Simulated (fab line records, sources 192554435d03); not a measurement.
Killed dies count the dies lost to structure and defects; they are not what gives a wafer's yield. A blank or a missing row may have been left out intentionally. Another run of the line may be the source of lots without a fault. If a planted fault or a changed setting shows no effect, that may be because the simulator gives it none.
fab line records ; flow n5Finfet
record: lots: 5; wafers: 15; lastDay: 18
route steps=1938 shown BEOL_M8@1376 BEOL_M9@1401 PASSIVATION@1936
lots that met no fault: taken from a fault-free run of the same line
startH: the number of hours between the record's first day and the start of the first shown wafer of the lot ; waitH: how many hours have passed since the lot's step before this one ; " same as the row above ; L1.1+2: one row covering several wafers at once ; - no value, or no start was given ; * or withheld: withheld ; < > ~ a bound
route shown NAME@n: names a module that has steps shown in the file, with the first one's number in the route ; usual: mean and standard deviation over wafers with no fault ; same: alike in all rows ; chamber/n: place in a boat ; sites: readings site by site ; _std_site: how widely they spread, as a standard deviation ; _edge_site: mean of outer sites minus mean of inner sites ; radiusMm: for every site, how far away it sits from the centre of the wafer ; mask NAME#n: copy n ; behind: the most recent tool/chamber to have shaped the wafer ; hold: what put the lot on hold/how long, in hours/how the hold closed ; device: whichever transistor did not switch (one of n, p or np) ; end of line: the route-end tests of the same wafers ; a step without rows: its recipe alone ; killed: the dies lost at the first sort to structure and to defects; this is not the yield of the wafer ; map: shows each die of a wafer: x if killed, . if not, _ if none is there
set.NAME: the setting as run; set.NAME@STEP: as run at that earlier step ; model.NAME: the simulator's own value behind a step, which no gauge read
lots seen at some steps along the route; tables by step, rows by wafer
services: from which hour (startH, from the record's first day; less than 0 if before it) a tool's chamber was out of use, for how many hours, and why
== steps ==
step: N5_BEOL_M8_STRIP_36
recipe: chemistry: N2/H2; powerW: 450; tempC: 40; pressureMtorr: 20; rfFrequencyHz: 6e+07; overashFraction: 0.3; biasPowerW: 7; h2Frac: 0.5; n2FlowSccm: 200; h2FlowSccm: 200
step: N5_BEOL_M8_TRENCH_ETCH_37
recipe: chemistry: C4F6/O2; targetDepthA: 934.78; target: SiCOH_lowk; timeS: 31.2; ionEnergyEv: 250; pressureMtorr: 30; sourceW: 345; biasW: 185; Ar_flow_sccm: 300; C4F6_flow_sccm: 10; O2_flow_sccm: 10
step: N5_BEOL_M8_ETCH_41
recipe: chemistry: CH3F/O2; target: SiCN; targetDepthA: 319; taperDeg: 2; timeS: 57.8; ionEnergyEv: 120; maskMaterial: TiN; pressureMtorr: 30; sourceW: 395; biasW: 75; Ar_flow_sccm: 150; CH3F_flow_sccm: 30; O2_flow_sccm: 20
step: N5_BEOL_M8_STRIP_80
recipe: chemistry: N2/H2; timeS: 10; powerW: 450; tempC: 40; pressureMtorr: 20; rfFrequencyHz: 6e+07; biasPowerW: 7; n2FlowSccm: 200; h2FlowSccm: 200
step: N5_BEOL_M8_OCD_MEAS_38
usual: trenchDepthNm: 93.0/0.99
lot.wafer;tool;chamber;startH;waitH;trenchDepthNm
L519.2;ocd-02;-;289.61;-;94.6
L519.5;ocd-02;-;289.61;-;93.9
L519.6;ocd-02;-;289.61;-;93.8
L517.1;ocd-01;-;292.37;-;93.4
L517.2;ocd-01;-;292.37;-;93.2
L517.4;ocd-01;-;292.37;-;91.6
L521.3;ocd-01;-;302.39;-;92.7
L521.5;ocd-01;-;302.39;-;93.1
L521.6;ocd-01;-;302.39;-;93.5
L524.1;ocd-01;-;323.42;-;92.1
L524.4;ocd-01;-;323.42;-;92.4
L524.6;ocd-01;-;323.42;-;93.3
L530.2;ocd-01;-;361.04;-;93.4
L530.4;ocd-01;-;361.04;-;90.9
L530.6;ocd-01;-;361.04;-;92.6
step: N5_BEOL_M8_HM_STRIP_39
recipe: chemistry: peroxideTinStrip; material: TiN; targetDepthA: 250; tempC: 50; timeS: 158
step: N5_BEOL_M8_SRD_40
recipe: timeS: 30; tempC: 23; rinseLiquid: diw; dry: ipaMarangoni
step: N5_BEOL_M8_PRECLEAN_42
recipe: chemistry: residueRemover; timeS: 60; tempC: 40
step: N5_BEOL_M8_SRD_43
recipe: timeS: 30; tempC: 23; rinseLiquid: diw; dry: ipaMarangoni
step: N5_BEOL_M8_CD_MEAS_35
recipe: targetCdNm: 40; polarity: opening
usual: cdNm: 40.0/0.48
lot.wafer;tool;chamber;startH;waitH;cdNm
L519.2;cdSem-03;-;289.78;0.0;39.9
L519.5;cdSem-03;-;289.78;0.0;39.7
L519.6;cdSem-03;-;289.78;0.0;40.0
L517.1;cdSem-02;-;292.52;0.0;40.8
L517.2;cdSem-02;-;292.52;0.0;39.8
L517.4;cdSem-02;-;292.52;0.0;40.3
L521.3;cdSem-01;-;302.55;0.0;39.7
L521.5;cdSem-01;-;302.55;0.0;39.5
L521.6;cdSem-01;-;302.55;0.0;39.5
L524.1;cdSem-03;-;323.57;0.0;40.2
L524.4;cdSem-03;-;323.57;0.0;40.6
L524.6;cdSem-03;-;323.57;0.0;40.2
L530.2;cdSem-01;-;361.21;0.0;39.6
L530.4;cdSem-01;-;361.21;0.0;40.6
L530.6;cdSem-01;-;361.21;0.0;40.0
step: N5_BEOL_M8_CURE_75
recipe: tempC: 370; timeS: 120; ambient: DMADMS/He; material: SiCOH_lowk
step: N5_BEOL_M8_DEGAS_44
recipe: ambient: vacuum; tempC: 250; timeS: 60
step: N5_BEOL_M8_PRE_CLEAN_45
recipe: gas: H2/He; timeS: 30; tempC: 250
usual: heaterPowerW: 352/34
lot.wafer;tool;chamber;startH;waitH;heaterPowerW
L519.2;pvdSputter-01;-;290.57;0.0;405
L519.5;pvdSputter-01;-;290.57;0.0;345
L519.6;pvdSputter-01;-;290.57;0.0;351
L517.1;pvdSputter-02;-;292.95;0.0;379
L517.2;pvdSputter-02;-;292.95;0.0;368
L517.4;pvdSputter-02;-;292.95;0.0;329
L521.3;pvdSputter-01;-;303.44;0.0;346
L521.5;pvdSputter-01;-;303.44;0.0;349
L521.6;pvdSputter-01;-;303.44;0.0;409
L524.1;pvdSputter-03;-;324.18;0.0;288
L524.4;pvdSputter-03;-;324.18;0.0;306
L524.6;pvdSputter-03;-;324.18;0.0;291
L530.2;pvdSputter-01;-;361.62;0.0;353
L530.4;pvdSputter-01;-;361.62;0.0;403
L530.6;pvdSputter-01;-;361.62;0.0;350
step: N5_BEOL_M8_ALD_77
recipe: material: TaN; targetThkA: 20; tempC: 275; aldPrecursorFamily: PDMAT; aldCoReactant: NH3; pressureTorr: 3; carrierFlowSccm: 1500; pulseTimeS: 2; purgeTimeS: 3; coReactantPurgeTimeS: 2; coReactantPulseTimeS: 3; aldCycles: 40; precursorVesselTempC: 75; precursorVesselPressureTorr: 26.25; precursorVesselCarrierSccm: 1000
step: N5_BEOL_M8_SURFACE_TREAT_79
recipe: gas: Ar; timeS: *; ionEnergyEv: *; ionCurrentMaCm2: 0.5; pressureMtorr: *; arFlowSccm: 30
usual: arFlowSccm: 30.01/0.096; throttleValvePct: *
lot.wafer;tool;chamber;startH;waitH;arFlowSccm;throttleValvePct
L519.2;pvdSputter-03;-;291.14;0.4;30.00;*
L519.5;pvdSputter-03;-;291.14;0.4;29.96;*
L519.6;pvdSputter-03;-;291.14;0.4;30.19;*
L517.1;pvdSputter-02;-;293.61;0.5;29.96;*
L517.2;pvdSputter-02;-;293.61;0.5;30.03;*
L517.4;pvdSputter-02;-;293.61;0.5;29.89;*
L521.3;pvdSputter-02;-;303.92;0.3;30.05;*
L521.5;pvdSputter-02;-;303.92;0.3;29.91;*
L521.6;pvdSputter-02;-;303.92;0.3;29.99;*
L524.1;pvdSputter-03;-;326.30;1.8;30.11;*
L524.4;pvdSputter-03;-;326.30;1.8;29.90;*
L524.6;pvdSputter-03;-;326.30;1.8;30.18;*
L530.2;pvdSputter-03;-;362.14;0.3;30.05;*
L530.4;pvdSputter-03;-;362.14;0.3;30.07;*
L530.6;pvdSputter-03;-;362.14;0.3;30.17;*
step: N5_BEOL_M8_CVD_78
recipe: material: Co; targetThkA: 20; tempC: withheld; precursor: CCTBA/H2; pressureTorr: 30; timeS: 142.3
step: N5_BEOL_M8_SPUTTER_48
recipe: material: Cu; targetThkA: 100; tempC: -20; biasV: 60; powerW: 26000; chamberPressurePa: 0.13; timeS: 1.667
usual: throttleValvePct: 29.6/1
lot.wafer;tool;chamber;startH;waitH;throttleValvePct
L519.2;pvdSputter-01;-;292.34;0.1;30.0
L519.5;pvdSputter-01;-;292.34;0.1;30.8
L519.6;pvdSputter-01;-;292.34;0.1;30.1
L517.1;pvdSputter-02;-;294.05;0.2;29.8
L517.2;pvdSputter-02;-;294.05;0.2;28.8
L517.4;pvdSputter-02;-;294.05;0.2;31.6
L521.3;pvdSputter-02;-;304.09;0.1;30.3
L521.5;pvdSputter-02;-;304.09;0.1;30.1
L521.6;pvdSputter-02;-;304.09;0.1;30.0
L524.1;pvdSputter-03;-;326.54;0.1;28.0
L524.4;pvdSputter-03;-;326.54;0.1;28.9
L524.6;pvdSputter-03;-;326.54;0.1;30.7
L530.2;pvdSputter-03;-;362.60;0.1;31.0
L530.4;pvdSputter-03;-;362.60;0.1;28.7
L530.6;pvdSputter-03;-;362.60;0.1;27.9
step: N5_BEOL_M8_ECD_50
recipe: material: Cu; targetThkA: 3000
step: N5_BEOL_M8_ANNEAL_51
recipe: tempC: 225; timeS: 90; ambient: N2
step: N5_BEOL_M8_CMP_52
recipe: stopOn: SiCOH_lowk; tOverpolishS: 6.9; downForcePsi: 1; platenRpm: 50; clearingPlatenDownForcePsi: 1.5; clearingPlatenRpm: 50; postCmpClean: cuAlkaline; targetThkNm: 80; clearingPlatenPadVelocityMS: 0.99484; padVelocityMS: 0.99484
step: N5_BEOL_M8_THK_MEAS_53
recipe: thkMeasGauge: xrf; reads: Cu_of_BEOL_M8_ECD_50
usual: M8_THK: 79.8/1.7
lot.wafer;tool;chamber;startH;waitH;M8_THK[nm]
L519.2;filmMetro-02;-;293.75;-;83.0
L519.5;filmMetro-02;-;293.75;-;80.6
L519.6;filmMetro-02;-;293.75;-;81.2
L517.1;filmMetro-02;-;295.32;-;79.7
L517.2;filmMetro-02;-;295.32;-;79.0
L517.4;filmMetro-02;-;295.32;-;77.7
L521.3;filmMetro-02;-;305.62;-;81.1
L521.5;filmMetro-02;-;305.62;-;81.7
L521.6;filmMetro-02;-;305.62;-;81.8
L524.1;filmMetro-01;-;327.51;-;80.4
L524.4;filmMetro-01;-;327.51;-;81.5
L524.6;filmMetro-01;-;327.51;-;82.2
L530.2;filmMetro-01;-;363.96;-;78.6
L530.4;filmMetro-01;-;363.96;-;76.0
L530.6;filmMetro-01;-;363.96;-;79.6
step: N5_BEOL_M8_PRE_CLEAN_55
recipe: gas: NH3; timeS: 15; tempC: withheld; rfPowerW: 300
step: N5_BEOL_M8_DEP_56
recipe: material: SiCN; targetThkA: 100; tempC: withheld; precursor: 3MS/NH3; pressureTorr: 3; rfW: 202; timeS: 17.5
usual: chamberPressureTorr: 3.000/0.0067; showerheadPlenumPTorr: 3.669/0.02; showerheadVppV: 887/34; throttleValvePct: 9.2/0.51
lot.wafer;tool;chamber;startH;waitH;chamberPressureTorr;showerheadPlenumPTorr;showerheadVppV;throttleValvePct
L519.2;pecvd-01;1;293.81;0.0;3.006;3.636;865;9.1
L519.5;pecvd-01;1;293.81;0.0;3.015;3.641;871;9.0
L519.6;pecvd-01;0;293.81;0.0;3.004;3.666;871;9.5
L517.1;pecvd-04;0;295.38;0.0;3.007;3.705;892;9.2
L517.2;pecvd-04;1;295.38;0.0;3.009;3.686;871;10.0
L517.4;pecvd-04;2;295.38;0.0;3.014;3.676;931;8.7
L521.3;pecvd-04;2;305.68;0.0;2.998;3.685;912;8.8
L521.5;pecvd-04;1;305.68;0.0;3.003;3.676;862;9.9
L521.6;pecvd-04;0;305.68;0.0;3.002;3.710;916;9.2
L524.1;pecvd-04;2;327.57;0.0;2.994;3.679;906;8.7
L524.4;pecvd-04;2;327.57;0.0;3.002;3.683;905;8.8
L524.6;pecvd-04;0;327.57;0.0;2.999;3.706;901;9.2
L530.2;pecvd-03;1;364.02;0.0;2.999;3.650;941;9.4
L530.4;pecvd-03;0;364.02;0.0;2.993;3.674;844;9.6
L530.6;pecvd-03;1;364.02;0.0;3.004;3.652;930;9.1
step: N5_BEOL_M8_RS_MEAS_57
recipe: thkMeasGauge: four-point-probe; reads: Cu_of_BEOL_M8_ECD_50+Co_of_BEOL_M8_CVD_78+TaN_of_BEOL_M8_ALD_77
usual: M8_RS: 0.289/0.0064
lot.wafer;tool;chamber;startH;waitH;M8_RS[ohm/sq]
L519.2;filmMetro-02;-;293.88;0.1;0.278
L519.5;filmMetro-02;-;293.88;0.1;0.286
L519.6;filmMetro-02;-;293.88;0.1;0.283
L517.1;filmMetro-02;-;295.45;0.1;0.290
L517.2;filmMetro-02;-;295.45;0.1;0.293
L517.4;filmMetro-02;-;295.45;0.1;0.299
L521.3;filmMetro-01;-;305.75;0.1;0.285
L521.5;filmMetro-01;-;305.75;0.1;0.284
L521.6;filmMetro-01;-;305.75;0.1;0.283
L524.1;filmMetro-01;-;327.64;0.1;0.286
L524.4;filmMetro-01;-;327.64;0.1;0.282
L524.6;filmMetro-01;-;327.64;0.1;0.279
L530.2;filmMetro-01;-;364.09;0.1;0.291
L530.4;filmMetro-01;-;364.09;0.1;0.303
L530.6;filmMetro-01;-;364.09;0.1;0.288
step: N5_BEOL_M9_ILD_DEP_00
recipe: material: SiCOH_lowk; targetThkA: 3085.1; tempC: 300; precursor: DEMS/porogen; pressureTorr: 5; rfW: 500; timeS: 58
usual: chamberPressureTorr: 4.999/0.011; heaterPowerW: 300/57; showerheadPlenumPTorr: 5.743/0.024; showerheadVppV: 1395/41; throttleValvePct: 14.0/0.67
lot.wafer;tool;chamber;startH;waitH;chamberPressureTorr;heaterPowerW;showerheadPlenumPTorr;showerheadVppV;throttleValvePct
L519.2;pecvd-04;1;293.94;0.0;4.999;321;5.749;1311;15.4
L519.5;pecvd-04;2;293.94;0.0;4.985;278;5.747;1440;13.3
L519.6;pecvd-04;1;293.94;0.0;4.993;321;5.762;1345;15.4
L517.1;pecvd-04;1;295.51;0.0;5.006;347;5.737;1343;15.2
L517.2;pecvd-04;2;295.51;0.0;5.001;335;5.748;1454;12.8
L517.4;pecvd-04;1;295.51;0.0;5.005;344;5.758;1343;15.2
L521.3;pecvd-01;1;305.81;0.0;4.978;238;5.692;1343;13.7
L521.5;pecvd-01;1;305.81;0.0;4.992;236;5.691;1366;13.9
L521.6;pecvd-01;2;305.81;0.0;5.006;341;5.721;1453;14.1
L524.1;pecvd-02;0;327.70;0.0;4.999;244;5.789;1476;14.0
L524.4;pecvd-02;2;327.70;0.0;5.002;299;5.706;1349;13.3
L524.6;pecvd-02;0;327.70;0.0;4.993;255;5.764;1464;13.8
L530.2;pecvd-02;1;364.15;0.0;4.997;298;5.746;1386;13.7
L530.4;pecvd-02;1;364.15;0.0;5.004;295;5.743;1393;14.0
L530.6;pecvd-02;2;364.15;0.0;4.992;313;5.729;1371;13.0
step: N5_BEOL_M9_CURE_71
recipe: tempC: 385; timeS: 240; ambient: He/Ar; material: SiCOH_lowk
usual: lampPowerPct: 52.31/0.052; wafer_temp_C_max: 386.6/0.54
lot.wafer;tool;chamber;startH;waitH;lampPowerPct;wafer_temp_C_max
L519.2;uvCure-01;2;294.10;0.1;52.28;386.8
L519.5;uvCure-01;2;294.10;0.1;52.34;386.3
L519.6;uvCure-01;2;294.10;0.1;52.39;387.2
L517.1;uvCure-02;0;295.59;0.0;52.32;387.1
L517.2;uvCure-02;0;295.59;0.0;52.33;386.8
L517.4;uvCure-02;0;295.59;0.0;52.26;387.1
L521.3;uvCure-03;1;306.21;0.4;52.27;386.5
L521.5;uvCure-03;1;306.21;0.4;52.29;386.8
L521.6;uvCure-03;1;306.21;0.4;52.40;386.8
L524.1;uvCure-02;1;328.10;0.4;52.30;387.6
L524.4;uvCure-02;1;328.10;0.4;52.28;387.3
L524.6;uvCure-02;1;328.10;0.4;52.28;387.1
L530.2;uvCure-03;0;364.31;0.1;52.31;385.4
L530.4;uvCure-03;0;364.31;0.1;52.32;385.7
L530.6;uvCure-03;0;364.31;0.1;52.36;385.9
step: N5_BEOL_M9_THK_MEAS_01
recipe: reads: SiCOH_lowk_of_BEOL_M9_ILD_DEP_00
usual: M9_ILD_THK: 268/3.2
lot.wafer;tool;chamber;startH;waitH;M9_ILD_THK[nm]
L519.2;filmMetro-02;-;294.53;0.4;267
L519.5;filmMetro-02;-;294.53;0.4;273
L519.6;filmMetro-02;-;294.53;0.4;269
L517.1;filmMetro-01;-;296.10;0.4;266
L517.2;filmMetro-01;-;296.10;0.4;265
L517.4;filmMetro-01;-;296.10;0.4;267
L521.3;filmMetro-01;-;306.88;0.5;260
L521.5;filmMetro-01;-;306.88;0.5;264
L521.6;filmMetro-01;-;306.88;0.5;263
L524.1;filmMetro-02;-;328.62;0.4;270
L524.4;filmMetro-02;-;328.62;0.4;268
L524.6;filmMetro-02;-;328.62;0.4;270
L530.2;filmMetro-02;-;364.74;0.4;271
L530.4;filmMetro-02;-;364.74;0.4;271
L530.6;filmMetro-02;-;364.74;0.4;272
step: N5_BEOL_M9_PECVD_70
recipe: material: SiO2; targetThkA: 200; tempC: 400; precursor: TEOS/O2; pressureTorr: 5.5; rfW: 450; teosFlowSccm: 53.8; gas: O2; flowSccm: 3000; timeS: 22.7
step: N5_BEOL_M9_HM_DEP_02
recipe: material: TiN; targetThkA: 200; tempC: 25; chamberPressurePa: 0.49996
step: N5_BEOL_M9_COAT_59
recipe: resist: SOC; tempC: 250; timeS: 60; spinRpm: 1500; resistThkNm: 100
step: N5_BEOL_M9_COAT_60
recipe: resist: SiARC; tempC: 220; timeS: 60; spinRpm: 1500; resistThkNm: 30
step: N5_BEOL_M9_COAT_05
recipe: resist: CAR-ArF; spinRpm: 1500; resistThkNm: 90
step: N5_BEOL_M9_EBR_07
recipe: solvent: PGMEA; ebrWidthMm: 1.5
step: N5_BEOL_M9_SOFTBAKE_06
recipe: tempC: 110; timeS: 60; resist: CAR-ArF
step: N5_BEOL_M9_EXPOSE_08
recipe: maskId: M9; na: 1.35; sourceShape: dipole; sigmaInner: 0.411; sigmaOuter: 0.611; polarization: te; doseMj: 53.75
step: N5_BEOL_M9_PEB_09
recipe: pebTempC: withheld; pebTimeS: 60; resist: CAR-ArF
step: N5_BEOL_M9_DEVELOP_10
recipe: developTimeS: 30; developer: TMAH; resist: CAR-ArF; rinseLiquid: diw; dry: airSpin; devTempC: 23
step: N5_BEOL_M9_CD_MEAS_11
recipe: targetCdNm: 64.1; landingEnergyEv: 500; detector: seInlens; polarity: opening
usual: cdNm: 64.1/0.45
lot.wafer;tool;chamber;startH;waitH;cdNm
L519.2;cdSem-02;0;297.25;-;64.2
L519.5;cdSem-02;0;297.25;-;64.1
L519.6;cdSem-02;0;297.25;-;64.1
L517.1;cdSem-01;0;297.65;-;64.0
L517.2;cdSem-01;0;297.65;-;63.7
L517.4;cdSem-01;0;297.65;-;63.4
L521.3;cdSem-02;0;308.81;-;63.4
L521.5;cdSem-02;0;308.81;-;63.5
L521.6;cdSem-02;0;308.81;-;64.3
L524.1;cdSem-01;0;330.49;-;63.7
L524.4;cdSem-01;0;330.49;-;64.1
L524.6;cdSem-01;0;330.49;-;63.8
L530.2;cdSem-01;0;367.13;-;63.7
L530.4;cdSem-01;0;367.13;-;63.9
L530.6;cdSem-01;0;367.13;-;63.7
step: N5_BEOL_M9_OVL_MEAS_12
recipe: pointsPerWafer: 44
usual: M9_OVL: 0.1/0.77
lot.wafer;tool;chamber;startH;waitH;M9_OVL[nm]
L519.2;overlay-01;0;297.29;0.0;0.7
L519.5;overlay-01;0;297.29;0.0;1.2
L519.6;overlay-01;0;297.29;0.0;1.0
L517.1;overlay-01;0;297.69;0.0;-1.6
L517.2;overlay-01;0;297.69;0.0;-0.5
L517.4;overlay-01;0;297.69;0.0;0.2
L521.3;overlay-01;0;308.84;0.0;0.7
L521.5;overlay-01;0;308.84;0.0;-0.7
L521.6;overlay-01;0;308.84;0.0;1.0
L524.1;overlay-02;0;330.52;0.0;0.5
L524.4;overlay-02;0;330.52;0.0;-0.5
L524.6;overlay-02;0;330.52;0.0;-0.3
L530.2;overlay-02;0;367.16;0.0;0.4
L530.4;overlay-02;0;367.16;0.0;0.0
L530.6;overlay-02;0;367.16;0.0;-0.1
step: N5_BEOL_M9_DESCUM_16
recipe: chemistry: O2; timeS: 7.9; sourcePowerW: 50; biasPowerW: 20; pressureMtorr: 20; rfFrequencyHz: 2.712e+07; tempC: 40; resist: CAR-ArF; o2FlowSccm: 225
step: N5_PASSIVATION_PROBE_49
usual: defectLimitedYield: 91.2/1.3; killed_at_M0_to_M3: 34/9.2; killed_at_M4_up: 14/5; killedAtContacts: 13/6.7; killedAtFrontEnd: 39/12; killedAtOther: 4/3.3; killedDies: 104/15; killedOnRim: 14/3.7; killedOpen: 68/12; killedShort: 34/7.5; sort_bin_5_function: 5.2/0.87; sort_bin_6_memory: 3.3/0.63; sortNPass: 1076/15; sortYieldPct: 91.2/1.3
same: grossDies: 1180; killedAtBackSide: 0; sort_bin_4_leakage[%]: 0; sort_bin_8_speed[%]: 0
lot.wafer;tool;chamber;startH;waitH;defectLimitedYield[%];killed_at_M0_to_M3;killed_at_M4_up;killedAtContacts;killedAtFrontEnd;killedAtOther;killedDies;killedOnRim;killedOpen;killedShort;sort_bin_5_function[%];sort_bin_6_memory[%];sortNPass;sortYieldPct[%]
L519.2;prober-01;-;360.95;0.1;92.4;27;20;6;29;8;90;10;61;28;4.6;2.8;1090;92.4
L519.5;prober-01;-;361.10;0.2;90.8;29;13;20;39;7;108;7;67;38;5.4;3.1;1072;90.8
L519.6;prober-01;-;361.15;0.3;90.6;30;17;9;35;20;111;15;72;37;5.6;3.1;1069;90.6
L517.1;prober-02;-;364.77;0.0;92.6;33;8;7;36;3;87;8;50;36;4.3;2.9;1093;92.6
L517.2;prober-02;-;364.82;0.1;91.4;26;19;4;47;5;101;17;65;35;5.4;2.7;1079;91.4
L517.4;prober-02;-;364.92;0.2;88.7;38;16;16;62;1;133;11;88;44;5.7;5.2;1047;88.7
L521.3;prober-01;-;369.58;0.1;92.2;24;12;6;46;4;92;10;65;27;4.9;2.5;1088;92.2
L521.5;prober-01;-;369.68;0.2;93.7;23;14;1;33;3;74;7;53;17;3.1;3.1;1106;93.7
L524.4;prober-02;-;397.17;0.2;91.1;19;16;27;41;2;105;12;70;33;4.6;4.2;1075;91.1
L530.2;prober-01;-;435.66;0.1;92.3;32;15;8;32;4;91;17;55;32;4.8;2.4;1089;92.3
L530.4;prober-01;-;435.76;0.2;86.0;26;101;10;27;1;165;28;61;18;7.9;3.3;1015;86.0
L530.6;prober-01;-;435.86;0.3;92.6;32;22;14;15;4;87;12;57;29;4.1;2.8;1093;92.6
killed by level:class
L519.2 BEOL_M2:geometricParticle:open=8 BEOL_M3:geometricParticle:open=7 DUMMY_GATE:geometricParticle:open=6 MOL_CONTACT_COAG:geometricParticle:open=5 STI_FIN_REVEAL:geometricParticle:open=5 BEOL_M7:geometricParticle:open=5 FIN_SAQP:geometricParticle:short=4 GATE_CUT:geometricParticle:short=4
L519.5 MOL_CONTACT_COAG:geometricParticle:open=18 BEOL_M2:geometricParticle:open=8 DUMMY_GATE:geometricParticle:open=7 FIN_SAQP:geometricParticle:short=6 BEOL_M0_SAQP:geometricParticle:short=6 STI_FIN_REVEAL:geometricParticle:open=5 BEOL_M1:geometricParticle:open=4 STI_FIN_REVEAL:geometricParticle:short=3
L519.6 BEOL_M4:geometricParticle:open=9 DUMMY_GATE:geometricParticle:open=8 FIN_SAQP:geometricParticle:short=7 MOL_CONTACT_COAG:geometricParticle:open=7 FIN_SAQP:geometricParticle:open=6 BEOL_M1:geometricParticle:open=6 MIM_BOT:geometricParticle:open=6 BEOL_M2:geometricParticle:open=6
L517.1 FIN_SAQP:geometricParticle:short=11 FIN_SAQP:geometricParticle:open=7 BEOL_M2:geometricParticle:open=7 BEOL_M3:geometricParticle:open=6 MOL_CONTACT_COAG:geometricParticle:open=6 STI_FIN_REVEAL:geometricParticle:open=5 BEOL_M0_SAQP:geometricParticle:open=5 BEOL_M2:geometricParticle:short=5
L517.2 FIN_SAQP:geometricParticle:short=12 BEOL_M4:geometricParticle:open=12 DUMMY_GATE:geometricParticle:open=7 BEOL_M2:geometricParticle:open=7 STI_FIN_REVEAL:geometricParticle:open=6 BEOL_M3:geometricParticle:open=5 FIN_SAQP:geometricParticle:open=4 GATE_CUT:geometricParticle:short=4
L517.4 FIN_SAQP:geometricParticle:short=19 DUMMY_GATE:geometricParticle:open=14 BEOL_M2:geometricParticle:open=14 MOL_CONTACT_COAG:geometricParticle:open=13 BEOL_M4:geometricParticle:open=10 FIN_SAQP:geometricParticle:open=7 BEOL_M1:geometricParticle:open=6 BEOL_M2:geometricParticle:short=5
L521.3 FIN_SAQP:geometricParticle:open=17 STI_FIN_REVEAL:geometricParticle:open=10 BEOL_M1:geometricParticle:open=8 MOL_CONTACT_COAG:geometricParticle:open=5 BEOL_M0_SAQP:geometricParticle:short=5 BEOL_M4:geometricParticle:open=5 BEOL_M4:geometricParticle:short=4 FIN_SAQP:geometricParticle:short=3
L521.5 BEOL_M4:geometricParticle:open=9 FIN_SAQP:geometricParticle:open=6 BEOL_M0_SAQP:geometricParticle:open=6 FIN_SAQP:geometricParticle:short=5 BEOL_M1:geometricParticle:open=5 STARTING-WAFER:geometricParticle:open=5 STARTING-WAFER:geometricParticle:short=5 GATE_CUT:geometricParticle:open=4
L524.4 MOL_CONTACT_COAG:geometricParticle:open=22 STI_FIN_REVEAL:geometricParticle:open=9 DUMMY_GATE:geometricParticle:open=8 FIN_SAQP:geometricParticle:open=7 FIN_SAQP:geometricParticle:short=6 MOL_CONTACT_COAG:geometricParticle:short=5 BEOL_M0_SAQP:geometricParticle:open=5 BEOL_M4:geometricParticle:open=5
L530.2 BEOL_M4:geometricParticle:open=9 BEOL_M0_SAQP:geometricParticle:open=7 MOL_CONTACT_COAG:geometricParticle:open=7 BEOL_M1:geometricParticle:open=6 FIN_SAQP:geometricParticle:short=5 BEOL_M1:geometricParticle:short=5 BEOL_M2:geometricParticle:open=4 STI_FIN_REVEAL:geometricParticle:open=4
L530.4 BEOL_M8:unspecified=82 STI_FIN_REVEAL:geometricParticle:open=14 BEOL_M4:geometricParticle:open=11 BEOL_M1:geometricParticle:open=9 MOL_CONTACT_COAG:geometricParticle:open=8 BEOL_M0_SAQP:geometricParticle:short=6 BEOL_M0_SAQP:geometricParticle:open=4 STI_FIN_REVEAL:geometricParticle:short=3
L530.6 BEOL_M4:geometricParticle:open=13 BEOL_M0_SAQP:geometricParticle:open=9 MOL_CONTACT_COAG:geometricParticle:open=8 BEOL_M0_SAQP:geometricParticle:short=8 BEOL_M1:geometricParticle:open=8 MOL_CONTACT_COAG:geometricParticle:short=6 BEOL_M3:geometricParticle:open=4 BEOL_M5:geometricParticle:open=4
map L530.4 (x killed, . not)
_________________............________________
______________............x....._____________
___________........x.....x....x...x__________
__________......................x..._________
________.....xx.....x.......x........._______
_______x............x..x.x........x....______
______.....x..................x..x......_____
_____..................x.x.......x......x____
____x.........................x.....x.....___
___..........x.x...........................__
___................................x.......__
__.....................x...................._
__................x......x.............x...._
_...............x.x..............x.......x...
_..x...........................x......x.....x
_......x....x..............................x.
_........x....................x..............
_...............x......x.x..x................
_.............x.....x.......................x
_...........x..........x.....x........x......
_.....x..x..x............x..x.....x..........
__....................x....................._
__......x..........x......x................x_
___...................................x....__
___...........xx...........x......x........__
____...........................x..........___
_____.....................x.xxx..........____
______....x.........x..x..xxxx....xx.x.._____
_______..............x.x.xxxxxxxxxxx..x______
________............xxxxxxxxxxxxxxxxx._______
__________..x.......x.x.xxxxxxxxxxxx_________
___________.........x..xxxxxxxxxxxx__________
______________.......xxxxxxxxxxx_____________
_________________....xxxxxxxx________________
map L521.6 (x killed, . not)
_________________.......x....________________
______________........x..x....x._____________
___________......x.x............x..__________
__________...............x.........._________
________.x..x.........x........x......_______
_______.x..............................______
______..........................x......._____
_____.........................x..........____
____........x.....x.x.....................___
___.......x................x.......x.....x.__
___....................x.........x.........__
__.x................x....x..xx.............._
__....x.xx...x..x..xx......................._
_........x..............................x....
_..x...xx............x.x.....................
_..x..............x................x.........
_........x..x...........x......x.............
_..x..x.x.......x...........x.....x...x...xx.
_...................................x........
_............................................
_.................x.xx.........x.............
__x................x.......x................_
__.........x.........................x......_
___..................x.......x.............__
___x...............x....x.......x.....x....__
____x...........x.........................___
_____..xx..........x.......x.......x...x.____
______.x......x....................x...._____
_______......................x.........______
________.............xx......xx......._______
__________....x..x..x.x.......x....x_________
___________........................__________
______________...........x......_____________
_________________..........x.________________
== services ==
tool;chamber;startH;hours;kind
pecvd-02;-;267.16;1.1;repair
uvCure-03;-;280.04;12.5;repair
pecvd-04;-;310.65;2.8;pm
pecvd-02;-;345.51;2.8;pm
uvCure-02;-;348.48;2.1;pm
pecvd-03;2;350.10;5.5;scheduledDown
uvCure-03;-;350.66;1.1;repair
uvCure-02;-;354.24;0.6;repair
pecvd-03;-;362.37;1.5;repair
== key ==
firstSign: step: N5_PASSIVATION_PROBE_49; reading: killed_at_M4_up; direction: up; sigmas: 17; usual: 14; struck: 101
effect: step: N5_PASSIVATION_PROBE_49; reading: killedDies; direction: up; sigmas: 4; usual: 104; struck: 165
moreKillsBornAt: N5_BEOL_M8_PRE_CLEAN_45@pvdSputter-01: 82
metAt N5_BEOL_M8_PRE_CLEAN_45
struckWafers L530.4
onsetBetween 303.44 361.62
fault: kind: chamberParticleSource; tool: pvdSputter-01; chamber: -; onsetH: 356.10; steps: N5_BEOL_M8_PRE_CLEAN_45; ratePerVisitCm2: 2.2173; endH: 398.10; scope: struckWafersOnly
